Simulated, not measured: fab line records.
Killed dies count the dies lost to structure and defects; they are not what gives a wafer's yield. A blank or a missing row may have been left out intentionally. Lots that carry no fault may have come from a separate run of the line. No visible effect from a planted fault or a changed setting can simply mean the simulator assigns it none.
One fault seen from 2 desks | flow nand-harc | only its own numbers are on each desk; what lay behind them is given at the end

## THE METROLOGY DESK
What the gauges read for every lot (on any tool): the sampled wafers with a number, averaged. If a lot's mean is further than 4 standard deviations from the usual mean, the lot is out of limits and carries the mark OUT (the distance appears in the brackets).
Columns: A = cd-nm at NHARC_THIN_TSV_CD_MEAS_16, usual 999.2 nm; B = cd-nm at NHARC_THIN_TSV_CD_MEAS_33, usual 4999.8 nm
lot  | first seen here | A      | B
L435 | day 24 11:17    | 1000.7 | 5001.4
L434 | day 24 12:24    | 999.2  | 4999.4
L437 | day 25 00:25    | 999.9  | 4997.9
L438 | day 26 09:37    | 997.9  | 4998.5
L439 | day 26 18:40    | 996.8  | 4999.5
L441 | day 26 19:52    | 1001.9 | 4997.5
L445 | day 28 08:40    | 1001.8 | 5002.7
L447 | day 29 12:25    | 998.4  | 4998.1
L448 | day 30 07:28    | 1000.4 | 5001.2
L452 | day 32 03:39    | 999.4  | 4999.7
L451 | day 32 04:51    | 998.8  | 5001.7
L457 | day 33 00:01    | 998.6  | 5002.3
L456 | day 33 04:18    | 999.9  | 4998.9
This desk's verdict: no lot among the 13 shows anything out of limits.

## TOOL OWNER'S DESK, pecvd-03
The tool's own readings at NHARC_A_CONTACT_DEP_85 (deposits SiON, target thk 60 nm): means of the sampled wafers that have a number, for each lot that ran on this tool. If a lot's mean is further than 4 standard deviations from the usual mean, the lot is out of limits and carries the mark OUT (the distance appears in the brackets).
Columns: A = chamber-pressure-Torr at NHARC_A_CONTACT_DEP_85, usual 3.499 Torr; B = heater-power-w at NHARC_A_CONTACT_DEP_85, usual 766 W
lot  | first seen here | A     | B
L435 | day 22 23:02    | 3.492 | 787
L437 | day 23 11:48    | 3.503 | 625
L438 | day 24 21:48    | 3.489 | 772
L441 | day 25 09:07    | 3.499 | 780
This desk's verdict: no lot among the 4 shows anything out of limits.

## TAKEN TOGETHER
From the metrology desk's view, nothing was out of limits.
The desk of the tool owner found nothing out of limits.

## WHAT HAD BEEN PUT IN BY THE SIMULATOR
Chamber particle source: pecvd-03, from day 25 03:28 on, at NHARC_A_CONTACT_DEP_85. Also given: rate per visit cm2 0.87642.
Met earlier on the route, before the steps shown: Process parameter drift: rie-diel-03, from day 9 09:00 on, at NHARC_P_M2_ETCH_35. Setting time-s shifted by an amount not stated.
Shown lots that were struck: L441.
